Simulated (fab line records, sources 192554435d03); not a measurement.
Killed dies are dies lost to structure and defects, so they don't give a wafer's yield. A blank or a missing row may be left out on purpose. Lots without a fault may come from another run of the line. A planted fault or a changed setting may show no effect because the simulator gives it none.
fab line records | flow n5_finfet
record lots=9 wafers=24 last_day=17
route steps=1938 shown FIN_SAQP@152 FIN_CUT@169 BEOL_M4@1111 PASSIVATION@1936
lots that met no fault: from a run of the same line without faults
start_h: hours from the record's first day to the start of the lot's first wafer shown | wait_h: hours since the lot's step before | " the same as in the row above | L1.1+2: a row that stands for several wafers | - no value, or no start given | * or withheld: withheld | < > ~ a bound
route shown NAME@n: a module of which the file shows steps, and the number in the route of the first | usual: mean/standard deviation of fault-free wafers | same: alike in all rows | chamber/n: place in a boat | sites: the reading at each site | _std_site: their standard deviation | _edge_site: outer sites' mean less inner sites' | radius_mm: how far each site lies from the wafer's centre | mask NAME#n: copy n | behind: the tool/chamber that last shaped the wafer | hold: why the lot was held/for how many hours/how that ended | device: the transistor (n, p or np) that didn't switch | end of line: the same wafers' tests at the end of the route | a step without rows: its recipe alone | killed: dies lost to structure and defects at the first sort, not the wafer's yield | map: a wafer's dies, x killed, . not, _ none there
set.NAME: the setting as run; set.NAME@STEP: as run at that earlier step | model.NAME: the simulator's own value behind a step, which no gauge read
steps of the route over a sample of lots; a table a step, a row a wafer
services: from which hour (start_h, from the record's first day; less than 0 if before it) a tool's chamber was out of use, for how many hours, and why
## steps
# step N5_FIN_SAQP_OCD_MEAS_76
# usual trench_depth_nm=120.0/2.2
# columns lot.wafer tool chamber start_h wait_h trench_depth_nm
L832.1 ocd-01 - 28.94 0.0 118.3
L832.2 " - " " 118.4
L832.4 " - " " 118.4
L834.2 ocd-02 - 38.40 0.0 121.1
L834.3 " - " " 119.1
L834.5 " - " " 118.0
L836.1 ocd-02 - 50.22 0.0 122.0
L836.5 " - " " 122.4
L836.6 " - " " 120.4
L840.3 ocd-02 - 73.99 0.0 118.0
L840.4 " - " " 116.1
L840.6 " - " " 117.1
L842.2 ocd-02 - 87.37 0.0 121.1
L842.5 " - " " 120.5
L842.6 " - " " 119.7
L849.3 ocd-02 - 128.21 0.0 118.8
L849.5 " - " " 117.2
L850.5 ocd-01 - 135.57 0.0 121.7
L850.6 " - " " 117.7
L852.1 ocd-01 - 147.79 0.0 116.2
L852.4 " - " " 117.1
L852.6 " - " " 117.7
L854.1 ocd-02 - 158.47 0.0 120.5
L854.3 " - " " 118.9
# step N5_FIN_CUT_ETCH_21
# recipe chemistry=N2/H2 target=SOC target_depth_a=2190 overetch_a=438 mask_material=SiARC temp_c=40 ion_energy_ev=100 bias_w=61 time_s=523.5 pressure_mtorr=30 source_w=850 n2_flow_sccm=200 h2_flow_sccm=200
# usual drypump_motor_current_A=5.6/0.5 oes_product_au=0.73/0.062 rf_vpp_V=241.1/1.7 run_length_s=546.9/0.46 showerhead_plenum_p_Torr=2.57/0.12 throttle_valve_pct=17.87/0.22
# columns lot.wafer tool chamber start_h wait_h drypump_motor_current_A oes_product_au rf_hours_counter_h rf_vpp_V run_length_s showerhead_plenum_p_Torr throttle_valve_pct
L832.1 rie_diel-01 0 29.62 0.0 6.1 0.69 144 242.3 547.0 2.66 17.94
L832.2 " 2 " " 4.8 0.64 236 238.8 546.8 2.40 18.11
L832.4 " 3 " " 5.2 0.73 114 241.2 546.2 2.55 17.94
L834.2 rie_diel-02 1 38.95 0.0 4.9 0.69 160 238.9 547.1 2.42 17.39
L834.3 " 2 " " 6.0 0.75 70 238.1 546.3 2.36 17.97
L834.5 " 2 " " 6.1 0.76 - 239.0 546.3 2.36 17.96
L836.1 rie_diel-03 1 51.63 0.0 5.2 0.71 117 240.9 547.6 2.55 18.01
L836.5 " 0 " " 5.3 0.71 - 240.4 546.9 2.54 17.91
L836.6 " 3 " " 5.9 0.76 - 242.6 546.6 2.69 17.82
L840.3 rie_diel-01 0 75.08 0.0 6.2 0.69 153 241.8 547.2 2.66 17.96
L840.4 " 2 " " 4.8 0.63 - 237.9 547.0 2.40 18.11
L840.6 " 0 " " 6.2 0.69 - 242.3 547.5 2.66 17.95
L842.2 rie_diel-02 3 87.92 0.0 5.6 0.83 25 242.7 546.1 2.69 17.57
L842.5 " 1 " " 4.9 0.68 - 239.4 547.3 2.42 17.41
L842.6 " 0 " " 5.3 0.71 - 241.0 547.1 2.56 18.14
L849.3 rie_diel-02 3 128.91 0.0 5.6 0.81 39 243.5 546.5 2.68 17.57
L849.5 " 2 " " 6.1 0.73 - 238.0 546.4 2.35 17.98
L850.5 rie_diel-02 1 136.27 0.2 4.9 0.67 - 238.5 547.9 2.41 17.46
L850.6 " 2 " " 6.1 0.72 - 238.9 546.1 2.34 18.00
L852.1 rie_diel-01 2 148.38 0.0 4.8 0.87 8 243.0 546.8 2.71 17.68
L852.4 " 0 " " 6.2 0.67 179 241.3 547.1 2.65 18.00
L852.6 " 2 " " 4.8 0.87 - 243.2 547.1 2.71 17.68
L854.1 rie_diel-02 0 159.15 0.0 5.3 0.68 163 240.5 546.7 2.55 18.20
L854.3 " 2 " " 6.1 0.73 106 237.8 546.2 2.34 18.03
# step N5_FIN_CUT_CUT_ETCH_26
# recipe chemistry=CH3F/O2 target=SiNx target_depth_a=390 mask_material=SOC time_s=55.7 pressure_mtorr=30 source_w=395 bias_w=73 Ar_flow_sccm=150 CH3F_flow_sccm=30 O2_flow_sccm=20 ion_energy_ev=120
# usual drypump_motor_current_A=5.6/0.5 mfc_ar_sccm=150.0/0.43 oes_ar_750_au=0.79/0.067 oes_product_au=0.79/0.071 rf_vpp_V=296/5 run_length_s=79.1/0.46 showerhead_plenum_p_Torr=2.02/0.09 throttle_valve_pct=16.44/0.18
# columns lot.wafer tool chamber start_h wait_h drypump_motor_current_A mfc_ar_sccm oes_ar_750_au oes_product_au rf_hours_counter_h rf_vpp_V run_length_s showerhead_plenum_p_Torr throttle_valve_pct
L832.1 rie_diel-01 0 29.96 0.0 6.2 149.9 0.75 0.74 144 296 79.6 2.08 16.40
L832.2 " 2 " " 4.8 149.6 0.70 0.68 237 288 79.2 1.89 16.68
L832.4 " 3 " " 5.2 150.2 0.81 0.80 114 292 78.6 2.02 16.56
L834.2 rie_diel-02 1 39.29 0.0 4.9 150.4 0.75 0.74 160 298 80.0 1.93 16.09
L834.3 " 2 " " 6.0 149.7 0.81 0.83 70 298 78.2 1.86 16.57
L834.5 " 2 " " 6.0 150.9 0.82 0.84 - 295 78.7 1.86 16.59
L836.1 rie_diel-03 1 51.98 0.0 5.2 149.6 0.77 0.75 117 286 79.5 2.02 16.58
L836.5 " 0 " " 5.3 150.2 0.78 0.77 - 290 79.3 2.01 16.58
L836.6 " 3 " " 5.8 149.7 0.81 0.82 - 305 79.5 2.11 16.32
L840.3 rie_diel-01 0 75.42 0.0 6.2 149.7 0.74 0.73 154 296 79.0 2.08 16.41
L840.4 " 2 " " 4.8 149.8 0.69 0.68 - 287 79.2 1.89 16.69
L840.6 " 0 " " 6.2 149.8 0.73 0.73 - 296 79.0 2.08 16.42
L842.2 rie_diel-02 3 88.26 0.0 5.6 150.2 0.92 0.92 25 298 78.5 2.14 16.30
L842.5 " 1 " " 4.9 150.8 0.75 0.73 - 297 79.3 1.92 16.12
L842.6 " 0 " " 5.3 150.0 0.77 0.75 - 297 79.0 2.01 16.62
L849.3 rie_diel-02 3 129.25 0.0 5.6 149.5 0.89 0.87 39 298 94.7 2.14 16.34
L849.5 " 2 " " 6.1 150.7 0.79 0.80 - 296 78.3 1.86 16.63
L850.5 rie_diel-02 1 136.48 0.0 4.9 151.1 0.73 0.71 - 298 80.0 1.92 16.14
L850.6 " 2 " " 6.1 149.3 0.79 0.78 - 295 94.3 1.86 16.64
L852.1 rie_diel-01 2 148.72 0.0 4.8 150.6 0.96 0.97 8 293 79.3 2.13 16.21
L852.4 " 0 " " 6.2 150.1 0.71 0.70 179 297 79.3 2.07 16.46
L852.6 " 2 " " 4.8 149.9 0.96 0.97 - 294 79.0 2.13 16.21
L854.1 rie_diel-02 0 159.49 0.0 5.3 149.9 0.75 0.74 163 297 79.4 2.01 16.65
L854.3 " 2 " " 6.1 149.5 0.78 0.79 106 295 94.4 1.85 16.63
# step N5_FIN_CUT_CUT_ETCH_27
# recipe chemistry=CHF3/O2 target=SiO2 target_depth_a=40 mask_material=SOC overetch_a=20 time_s=4.9 pressure_mtorr=30 source_w=650 bias_w=170 Ar_flow_sccm=200 CHF3_flow_sccm=50 O2_flow_sccm=5 ion_energy_ev=200
# usual drypump_motor_current_A=5.6/0.5 mfc_ar_sccm=200.0/0.58 oes_ar_750_au=0.79/0.066 oes_product_au=0.62/0.053 rf_vpp_V=522/9 showerhead_plenum_p_Torr=2.44/0.11 throttle_valve_pct=18.93/0.19
# columns lot.wafer tool chamber start_h wait_h drypump_motor_current_A mfc_ar_sccm oes_ar_750_au oes_product_au rf_hours_counter_h rf_vpp_V showerhead_plenum_p_Torr throttle_valve_pct
L832.1 rie_diel-01 0 30.01 0.0 6.2 199.8 0.75 0.60 144 521 2.50 18.84
L832.2 " 2 " " 4.8 200.2 0.69 0.55 237 508 2.28 19.15
L832.4 " 3 " " 5.2 200.6 0.81 0.63 114 515 2.44 19.07
L834.2 rie_diel-02 1 39.34 0.0 4.9 201.3 0.75 0.60 160 526 2.32 18.51
L834.3 " 2 " " 6.1 200.0 0.81 0.65 70 522 2.25 19.09
L834.5 " 2 " " 6.1 199.5 0.82 0.65 - 522 2.25 19.09
L836.1 rie_diel-03 1 52.02 0.0 5.2 200.0 0.77 0.60 117 506 2.43 19.03
L836.5 " 0 " " 5.3 199.6 0.78 0.60 - 508 2.42 19.06
L836.6 " 3 " " 5.9 200.1 0.80 0.64 - 537 2.53 18.80
L840.3 rie_diel-01 0 75.47 0.0 6.2 199.9 0.73 0.59 154 522 2.50 18.85
L840.4 " 2 " " 4.8 199.7 0.69 0.55 - 509 2.28 19.15
L840.6 " 0 " " 6.2 200.6 0.74 0.59 - 523 2.50 18.85
L842.2 rie_diel-02 3 88.31 0.0 5.6 199.9 0.92 0.72 25 526 2.57 18.82
L842.5 " 1 " " 4.9 200.3 0.74 0.59 - 525 2.32 18.54
L842.6 " 0 " " 5.3 200.1 0.77 0.60 - 524 2.43 19.10
L849.3 rie_diel-02 3 129.30 0.0 5.6 200.1 0.88 0.70 39 523 2.57 18.82
L849.5 " 2 " " 6.1 199.7 0.78 0.64 - 521 2.24 19.13
L850.5 rie_diel-02 1 136.53 0.0 4.9 200.6 0.73 0.57 - 524 2.31 18.58
L850.6 " 2 " " 6.0 199.5 0.79 0.62 - 521 2.24 19.15
L852.1 rie_diel-01 2 148.77 0.0 4.8 200.5 0.96 0.75 8 516 2.56 18.75
L852.4 " 0 " " 6.2 200.2 0.72 0.58 179 521 2.49 18.92
L852.6 " 2 " " 4.8 201.0 0.95 0.75 - 519 2.56 18.73
L854.1 rie_diel-02 0 159.54 0.0 5.3 200.7 0.74 0.59 163 523 2.42 19.13
L854.3 " 2 " " 6.1 200.0 0.78 0.62 106 522 2.24 19.16
# step N5_BEOL_M4_RC_MEAS_101
# usual DIBL_N=35.9/1.9 DIBL_P=35.8/2.4 IOFF_N=0.15/0.031 IOFF_P=0.21/0.037 ION_N=672/13 ION_P=462/8.3 SS_N=71.5/0.72 SS_P=73.2/0.67 VT_N=250/3.4 VT_P=-250/3.4
# columns lot.wafer tool chamber start_h wait_h DIBL_N[mV/V] DIBL_P[mV/V] IOFF_N[nA/um] IOFF_P[nA/um] ION_N[uA/um] ION_P[uA/um] SS_N[mV/dec] SS_P[mV/dec] VT_N[mV] VT_P[mV]
L832.1 prober-02 0 166.95 0.0 37.0 37.6 0.15 0.22 676 466 71.2 73.8 250 -250
L832.2 " 0 " " 36.5 35.3 0.13 0.18 657 450 71.2 73.2 253 -253
L832.4 " 0 " " 36.5 36.1 0.13 0.19 660 457 71.4 72.7 252 -251
L834.2 prober-02 0 184.98 0.2 32.8 33.2 0.11 0.14 650 452 70.8 72.9 255 -258
L834.3 " 0 " " 33.6 34.1 0.11 0.14 640 435 70.8 73.1 259 -259
L834.5 " 0 " " 32.4 32.9 0.10 0.13 651 444 70.5 72.6 258 -258
L836.1 prober-01 0 204.98 0.0 37.3 37.0 0.16 0.24 672 469 71.5 73.0 253 -246
L836.5 " 0 " " 36.3 33.6 0.15 0.19 658 450 72.1 73.0 252 -252
L836.6 " 0 " " 36.6 35.0 0.14 0.21 661 461 72.0 73.7 251 -251
L840.3 prober-02 0 205.56 0.3 36.2 38.6 0.18 0.23 695 470 72.5 73.3 245 -250
L840.4 " 0 " " 39.5 41.0 0.23 0.26 689 451 73.2 75.1 245 -253
L840.6 " 0 " " 36.9 38.6 0.18 0.21 679 456 72.7 74.0 248 -254
L842.2 prober-01 0 225.77 0.2 35.1 35.3 0.13 0.17 665 456 70.7 72.8 253 -254
L842.5 " 0 " " 33.3 33.8 0.11 0.15 658 457 70.6 73.1 255 -257
L842.6 " 0 " " 36.9 37.2 0.16 0.20 675 459 72.0 73.7 251 -251
L849.3 prober-02 0 261.29 0.3 38.2 36.9 0.18 0.24 682 469 72.2 73.5 247 -251
L849.5 " 0 " " 36.8 36.1 0.16 0.22 674 464 71.6 73.5 248 -249
L850.5 prober-01 0 287.43 0.6 38.3 38.0 0.18 0.23 693 480 71.4 73.7 250 -249
L850.6 " 0 " " 37.1 36.6 0.16 0.20 674 455 72.0 73.1 251 -253
L852.1 prober-01 0 295.81 0.0 37.3 37.4 0.19 0.26 682 470 71.5 73.0 244 -246
L852.4 " 0 " " 35.4 36.2 0.16 0.23 676 472 70.8 73.6 247 -248
L852.6 " 0 " " 35.8 35.8 0.17 0.23 688 471 70.9 72.9 247 -248
L854.1 prober-01 0 310.02 0.0 38.1 39.6 0.19 0.26 677 462 72.5 74.5 246 -246
L854.3 " 0 " " 37.9 38.2 0.18 0.23 696 474 72.1 74.2 249 -248
# step N5_PASSIVATION_PROBE_49
# usual defect_limited_yield=91.6/1.2 killed_at_M0_to_M3=33/9.4 killed_at_M4_up=13/5.2 killed_at_contacts=13/5.6 killed_at_front_end=37/9.5 killed_at_other=4/3.1 killed_dies=99/15 killed_open=65/11 killed_short=32/7.5 sort_bin_5_function=4.9/0.77 sort_bin_6_memory=3.1/0.65 sort_n_pass=1081/15 sort_yield_pct=91.6/1.2
# same gross_dies=1180 killed_at_back_side=0 sort_bin_4_leakage[%]=0 sort_bin_8_speed[%]=0
# columns lot.wafer tool chamber start_h wait_h defect_limited_yield[%] killed_at_M0_to_M3 killed_at_M4_up killed_at_contacts killed_at_front_end killed_at_other killed_dies killed_open killed_short sort_bin_5_function[%] sort_bin_6_memory[%] sort_n_pass sort_yield_pct[%]
L832.1 prober-02 - 272.32 0.0 91.6 42 15 10 31 1 99 71 28 4.9 3.2 1081 91.6
L832.2 prober-02 - 272.37 0.1 91.9 34 16 21 21 4 96 78 18 4.7 3.3 1084 91.9
L832.4 prober-02 - 272.47 0.2 92.1 53 8 13 16 3 93 64 29 4.7 2.8 1087 92.1
L834.2 prober-01 - 292.36 0.1 92.8 32 7 12 34 0 85 58 25 4.0 3.1 1095 92.8
L834.3 prober-01 - 292.41 0.1 91.1 28 12 16 48 1 105 79 25 4.9 3.9 1075 91.1
L834.5 prober-01 - 292.51 0.2 91.9 24 13 19 37 3 96 57 31 4.3 2.7 1084 91.9
L840.3 prober-01 - 321.90 0.1 93.1 30 12 3 36 0 81 52 24 4.1 2.3 1099 93.1
L840.4 prober-01 - 321.95 0.2 90.8 31 23 7 47 1 109 83 26 5.3 3.8 1071 90.8
L840.6 prober-01 - 322.05 0.3 91.7 33 19 5 40 1 98 62 36 5.3 2.8 1082 91.7
L836.1 prober-02 - 322.28 0.0 91.0 34 18 14 39 1 106 68 37 4.7 3.9 1074 91.0
L836.5 prober-02 - 322.48 0.2 93.4 34 12 8 23 1 78 54 23 3.9 2.7 1102 93.4
L836.6 prober-02 - 322.53 0.3 91.9 41 11 17 27 0 96 64 31 4.6 3.2 1084 91.9
L842.2 prober-01 - 339.81 0.1 93.7 16 11 8 33 6 74 51 21 3.7 2.2 1106 93.7
L842.5 prober-01 - 339.96 0.2 93.1 25 15 15 26 1 82 49 32 4.0 2.6 1098 93.1
L842.6 prober-01 - 340.01 0.3 93.1 16 11 4 41 10 82 53 27 4.2 2.5 1098 93.1
L849.3 prober-01 - 367.42 0.1 91.8 42 15 9 31 0 97 68 29 5.3 2.6 1083 91.8
L849.5 prober-01 - 367.52 0.2 88.6 45 8 11 68 2 134 88 44 7.1 4.0 1046 88.6
L852.1 prober-01 - 389.76 0.0 92.3 34 16 15 26 0 91 58 31 4.6 2.7 1089 92.3
L852.4 prober-01 - 389.91 0.2 92.7 38 12 9 25 2 86 54 32 3.4 3.3 1094 92.7
L852.6 prober-01 - 390.01 0.3 94.2 21 12 12 22 1 68 39 22 3.2 2.1 1112 94.2
L850.5 prober-01 - 394.11 0.2 90.9 48 14 9 34 2 107 74 33 5.6 3.3 1073 90.9
L850.6 prober-01 - 394.16 0.3 91.9 28 14 11 40 2 95 60 34 4.4 3.3 1085 91.9
L854.1 prober-01 - 408.84 0.0 90.2 29 14 18 53 2 116 83 33 6.1 3.6 1064 90.2
L854.3 prober-01 - 408.94 0.1 92.1 22 4 5 54 8 93 61 32 5.0 2.7 1087 92.1
# killed by level:class
L832.1 BEOL_M1:geometric_particle:open=15 BEOL_M3:geometric_particle:open=10 BEOL_M4:geometric_particle:open=9 MOL_CONTACT_COAG:geometric_particle:open=7 GATE_CUT:geometric_particle:open=6 GATE_CUT:geometric_particle:short=6 BEOL_M0_SAQP:geometric_particle:short=6 FIN_SAQP:geometric_particle:open=5
L832.2 MOL_CONTACT_COAG:geometric_particle:open=19 BEOL_M2:geometric_particle:open=10 BEOL_M3:geometric_particle:open=7 BEOL_M5:geometric_particle:open=6 STI_FIN_REVEAL:geometric_particle:open=5 GATE_CUT:geometric_particle:open=5 BEOL_M1:geometric_particle:open=5 BEOL_M4:geometric_particle:open=4
L832.4 BEOL_M0_SAQP:geometric_particle:short=13 MOL_CONTACT_COAG:geometric_particle:open=11 BEOL_M0_SAQP:geometric_particle:open=11 BEOL_M2:geometric_particle:open=10 BEOL_M3:geometric_particle:open=8 BEOL_M1:geometric_particle:open=7 DUMMY_GATE:geometric_particle:open=4 STI_FIN_REVEAL:geometric_particle:open=2
L834.2 MOL_CONTACT_COAG:geometric_particle:open=10 BEOL_M1:geometric_particle:open=10 FIN_SAQP:geometric_particle:short=9 FIN_SAQP:geometric_particle:open=7 BEOL_M3:geometric_particle:open=7 STI_FIN_REVEAL:geometric_particle:open=6 BEOL_M0_SAQP:geometric_particle:open=4 STI_FIN_REVEAL:geometric_particle:short=3
L834.3 STI_FIN_REVEAL:geometric_particle:open=17 MOL_CONTACT_COAG:geometric_particle:open=15 BEOL_M3:geometric_particle:open=8 DUMMY_GATE:geometric_particle:open=7 BEOL_M4:geometric_particle:open=7 BEOL_M0_SAQP:geometric_particle:open=6 FIN_SAQP:geometric_particle:open=5 FIN_SAQP:geometric_particle:short=4
L834.5 MOL_CONTACT_COAG:geometric_particle:open=14 FIN_SAQP:geometric_particle:short=6 BEOL_M3:geometric_particle:open=6 HKMG_FIN:area_etch=6 DUMMY_GATE:geometric_particle:open=5 GATE_CUT:geometric_particle:open=5 MOL_CONTACT_COAG:geometric_particle:short=5 FIN_SAQP:geometric_particle:open=4
L840.3 FIN_SAQP:geometric_particle:open=9 BEOL_M3:geometric_particle:open=8 BEOL_M2:geometric_particle:open=6 BEOL_M4:geometric_particle:open=5 BEOL_M0_SAQP:geometric_particle:short=5 BEOL_M0:geometric_particle:open=4 BEOL_M4:geometric_particle:short=4 STARTING-WAFER:geometric_particle:open=4
L840.4 STI_FIN_REVEAL:geometric_particle:open=15 BEOL_M3:geometric_particle:open=12 FIN_SAQP:geometric_particle:open=10 BEOL_M4:geometric_particle:open=9 BEOL_M5:geometric_particle:open=8 FIN_SAQP:geometric_particle:short=7 DUMMY_GATE:geometric_particle:open=6 BEOL_M0_SAQP:geometric_particle:open=6
L840.6 FIN_SAQP:geometric_particle:short=12 BEOL_M0_SAQP:geometric_particle:open=10 BEOL_M0_SAQP:geometric_particle:short=8 STI_FIN_REVEAL:geometric_particle:open=7 BEOL_M4:geometric_particle:open=7 BEOL_M2:geometric_particle:open=6 BEOL_M3:geometric_particle:open=6 FIN_SAQP:geometric_particle:open=5
L836.1 BEOL_M4:geometric_particle:open=13 MOL_CONTACT_COAG:geometric_particle:open=8 GATE_CUT:geometric_particle:short=8 BEOL_M2:geometric_particle:open=8 BEOL_M0_SAQP:geometric_particle:short=7 BEOL_M0_SAQP:geometric_particle:open=6 FIN_SAQP:geometric_particle:open=5 STI_FIN_REVEAL:geometric_particle:short=5
L836.5 BEOL_M0_SAQP:geometric_particle:open=8 MOL_CONTACT_COAG:geometric_particle:open=7 BEOL_M3:geometric_particle:open=7 STI_FIN_REVEAL:geometric_particle:open=6 BEOL_M0_SAQP:geometric_particle:short=6 BEOL_M1:geometric_particle:open=5 DUMMY_GATE:geometric_particle:open=4 BEOL_M4:geometric_particle:short=4
L836.6 BEOL_M3:geometric_particle:open=15 MOL_CONTACT_COAG:geometric_particle:open=12 BEOL_M0_SAQP:geometric_particle:open=8 BEOL_M2:geometric_particle:open=8 STI_FIN_REVEAL:geometric_particle:open=6 SPACER0:geometric_particle:short=6 MOL_CONTACT_COAG:geometric_particle:short=4 BEOL_M3:geometric_particle:short=4
L842.2 MOL_CONTACT_COAG:geometric_particle:open=8 FIN_SAQP:geometric_particle:open=7 STI_FIN_REVEAL:geometric_particle:open=6 BEOL_M0_SAQP:geometric_particle:short=5 BEOL_M4:geometric_particle:open=5 BEOL_M0_SAQP:geometric_particle:open=4 BEOL_M3:geometric_particle:open=4 BEOL_M6:geometric_particle:open=4
L842.5 MOL_CONTACT_COAG:geometric_particle:open=10 BEOL_M0_SAQP:geometric_particle:short=10 GATE_CUT:geometric_particle:short=7 DUMMY_GATE:geometric_particle:open=6 BEOL_M0_SAQP:geometric_particle:open=6 MOL_CONTACT_COAG:geometric_particle:short=5 BEOL_M4:geometric_particle:open=4 FIN_SAQP:geometric_particle:open=3
L842.6 STI_FIN_REVEAL:geometric_particle:open=9 BEOL_M0_SAQP:geometric_particle:open=7 FIN_SAQP:geometric_particle:open=6 FIN_SAQP:geometric_particle:short=6 BEOL_M4:geometric_particle:open=6 PAD_METAL:geometric_particle:open=5 MOL_CONTACT_COAG:geometric_particle:open=4 STARTING-WAFER:geometric_particle:short=4
L849.3 BEOL_M3:geometric_particle:open=10 BEOL_M0_SAQP:geometric_particle:open=9 STARTING-WAFER:geometric_particle:open=7 MOL_CONTACT_COAG:geometric_particle:open=7 STI_FIN_REVEAL:geometric_particle:open=5 BEOL_M0_SAQP:geometric_particle:short=5 BEOL_M0:geometric_particle:open=5 BEOL_M4:geometric_particle:open=5
L849.5 STI_FIN_REVEAL:geometric_particle:open=13 BEOL_M0_SAQP:geometric_particle:open=13 BEOL_M3:geometric_particle:open=11 FIN_SAQP:geometric_particle:open=10 MOL_CONTACT_COAG:geometric_particle:open=10 FIN_SAQP:geometric_particle:short=9 GATE_CUT:geometric_particle:short=9 BEOL_M0_SAQP:geometric_particle:short=9
L852.1 MOL_CONTACT_COAG:geometric_particle:open=12 BEOL_M0_SAQP:geometric_particle:open=10 BEOL_M0_SAQP:geometric_particle:short=8 FIN_SAQP:geometric_particle:open=7 ILD0:geometric_particle:short=4 BEOL_M3:geometric_particle:open=4 BEOL_M5:geometric_particle:open=4 MOL_CONTACT_COAG:geometric_particle:short=3
L852.4 BEOL_M3:geometric_particle:open=13 BEOL_M1:geometric_particle:open=8 MOL_CONTACT_COAG:geometric_particle:open=7 BEOL_M3:geometric_particle:short=7 FIN_SAQP:geometric_particle:short=6 FIN_SAQP:geometric_particle:open=5 STI_FIN_REVEAL:geometric_particle:open=5 BEOL_M0_SAQP:geometric_particle:short=5
L852.6 MOL_CONTACT_COAG:geometric_particle:open=10 BEOL_M0_SAQP:geometric_particle:short=5 BEOL_M3:geometric_particle:open=5 BEOL_M1:coat_microbubble_printed=4 GATE_CUT:geometric_particle:short=3 BEOL_M5:geometric_particle:open=3 STARTING-WAFER:geometric_particle:short=3 STARTING-WAFER:geometric_particle:open=3
L850.5 BEOL_M1:geometric_particle:open=15 FIN_SAQP:geometric_particle:open=11 BEOL_M0_SAQP:geometric_particle:open=10 MOL_CONTACT_COAG:geometric_particle:open=9 BEOL_M0_SAQP:geometric_particle:short=8 BEOL_M1:geometric_particle:short=7 FIN_SAQP:geometric_particle:short=6 DUMMY_GATE:geometric_particle:open=5
L850.6 FIN_SAQP:geometric_particle:open=15 BEOL_M0_SAQP:geometric_particle:short=11 MOL_CONTACT_COAG:geometric_particle:open=7 DUMMY_GATE:geometric_particle:open=6 STI_FIN_REVEAL:geometric_particle:open=6 BEOL_M0_SAQP:geometric_particle:open=6 BEOL_M4:geometric_particle:short=5 MOL_CONTACT_COAG:geometric_particle:short=4
L854.1 MOL_CONTACT_COAG:geometric_particle:open=16 STI_FIN_REVEAL:geometric_particle:open=15 BEOL_M2:geometric_particle:open=13 FIN_SAQP:geometric_particle:open=8 BEOL_M4:geometric_particle:open=8 BEOL_M0_SAQP:geometric_particle:short=7 FIN_SAQP:geometric_particle:short=5 STI_FIN_REVEAL:geometric_particle:short=5
L854.3 FIN_SAQP:geometric_particle:open=18 FIN_SAQP:geometric_particle:short=9 BEOL_M2:geometric_particle:open=7 STI_FIN_REVEAL:geometric_particle:open=6 BEOL_M0_SAQP:geometric_particle:short=6 STARTING-WAFER:geometric_particle:short=6 MOL_CONTACT_COAG:geometric_particle:open=5 BEOL_M1:geometric_particle:open=5
## services
# columns tool chamber start_h hours kind
rie_diel-01 1 6.13 - clean
rie_diel-01 1 6.13 - consumable_replace:focus_ring
rie_diel-01 1 6.13 - consumable_replace:showerhead
rie_diel-01 1 6.13 16.6 scheduled_down
rie_diel-01 1 6.13 16.6 vent_cycle
rie_diel-01 2 8.31 5.4 repair
rie_diel-01 0 11.28 6.2 repair
rie_diel-01 2 20.49 6.4 repair
rie_diel-01 0 25.17 3.3 repair
rie_diel-01 - 46.39 15.6 pm
rie_diel-03 - 55.82 1.1 repair
rie_diel-03 1 58.99 5.7 repair
rie_diel-02 1 66.08 13.3 repair
rie_diel-01 1 70.81 8.1 repair
rie_diel-01 2 95.05 - clean
rie_diel-01 2 95.05 - consumable_replace:focus_ring
rie_diel-01 2 95.05 - consumable_replace:showerhead
rie_diel-01 2 95.05 24.1 scheduled_down
rie_diel-01 2 95.05 24.1 vent_cycle
rie_diel-02 2 100.33 12.5 repair
rie_diel-01 - 127.88 1.2 repair
rie_diel-03 - 138.91 0.2 repair
rie_diel-03 2 153.41 8.3 repair
## key
first_sign step=N5_FIN_CUT_CUT_ETCH_26 reading=run_length_s direction=up sigmas=34 usual=* struck=*
effect none on later readings
met_at N5_FIN_CUT_CUT_ETCH_26
struck_lots L849,L850,L854
struck_wafers L849.3,L850.6,L854.3
not_acting_at N5_FIN_SAQP_OCD_MEAS_76,N5_FIN_CUT_ETCH_21,N5_FIN_CUT_CUT_ETCH_27
onset_between 88.26 129.25
fault kind=process_parameter_drift tool=rie_diel-02 chamber=- onset_h=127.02 steps=N5_FIN_CUT_CUT_ETCH_26 channel=time_s offset=* shape=step end_h=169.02 scope=struck_wafers_only acts_in=* stated=*
